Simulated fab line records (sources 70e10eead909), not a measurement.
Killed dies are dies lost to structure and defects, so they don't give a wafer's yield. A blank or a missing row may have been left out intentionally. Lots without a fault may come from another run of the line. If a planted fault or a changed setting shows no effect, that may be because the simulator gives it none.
What tool caused it? / flow nand harc / route of 1159 steps, sampled at 1 step: 14 lots, 42 wafers

WHAT THE GAUGES READ, wafer by wafer
NHARC_P_STI_INSPECT_25.
lot=L494; measured=day 3 23:08; on=defect inspect-01; raw defect count=136 250 161
lot=L495; measured=day 3 23:10; on=defect inspect-02; raw defect count=146 162 99
lot=L497; measured=day 4 14:16; on=defect inspect-01; raw defect count=177 187 117
lot=L499; measured=day 5 06:12; on=defect inspect-01; raw defect count=261 200 158
lot=L500; measured=day 5 13:31; on=defect inspect-02; raw defect count=374 211 242
lot=L507; measured=day 7 15:25; on=defect inspect-01; raw defect count=160 120 167
lot=L509; measured=day 7 15:25; on=defect inspect-02; raw defect count=259 324 279
lot=L510; measured=day 7 15:25; on=defect inspect-01; raw defect count=124 140 81
lot=L512; measured=day 8 07:18; on=defect inspect-02; raw defect count=191 189 237
lot=L511; measured=day 8 07:19; on=defect inspect-01; raw defect count=269 152 189
lot=L513; measured=day 8 15:22; on=defect inspect-01; raw defect count=230 185 302
lot=L514; measured=day 9 00:23; on=defect inspect-02; raw defect count=344 271 299
lot=L515; measured=day 9 07:00; on=defect inspect-02; raw defect count=201 171 345
lot=L516; measured=day 9 07:00; on=defect inspect-01; raw defect count=345 272 225

TOOL THAT RAN EACH LOT (tool first, then ch and the chambers of the sampled wafers, then the start)
There is no process step in the record ahead of these readings.

AS READ BY THE TOOLS THEMSELVES (means over the sampled wafers that have a number; for cases with no such wafer, the mark the record gives instead)
The record holds no such reading with a usual standard deviation.

THE ANSWER, worked out from the rows above alone
Rule: the lots themselves supply what counts as usual. Put in order of their means at a reading, lots are off if they are a third of the lots or fewer, leave a main group of 4 or more, and stand apart from it by a gap of 3 or more times the standard deviation of the main group's means; of several such gaps the widest counts. A main group is skipped when, at the precision printed for the reading in the tables above, its means are all equal. A lot without any number at a reading at which 4 lots or more have one is off too. The other lots that the step has rows for count as sound. After the gauges, taken in route order, come the tools' own readings; for these a lot's mean is taken, as printed above. At the first step where some lot is off, the reading lying furthest off is the one used; lots without a number count as furthest.
Nothing can be told from this: no lot is off at any reading shown.

WHAT THE SIMULATOR PUT IN
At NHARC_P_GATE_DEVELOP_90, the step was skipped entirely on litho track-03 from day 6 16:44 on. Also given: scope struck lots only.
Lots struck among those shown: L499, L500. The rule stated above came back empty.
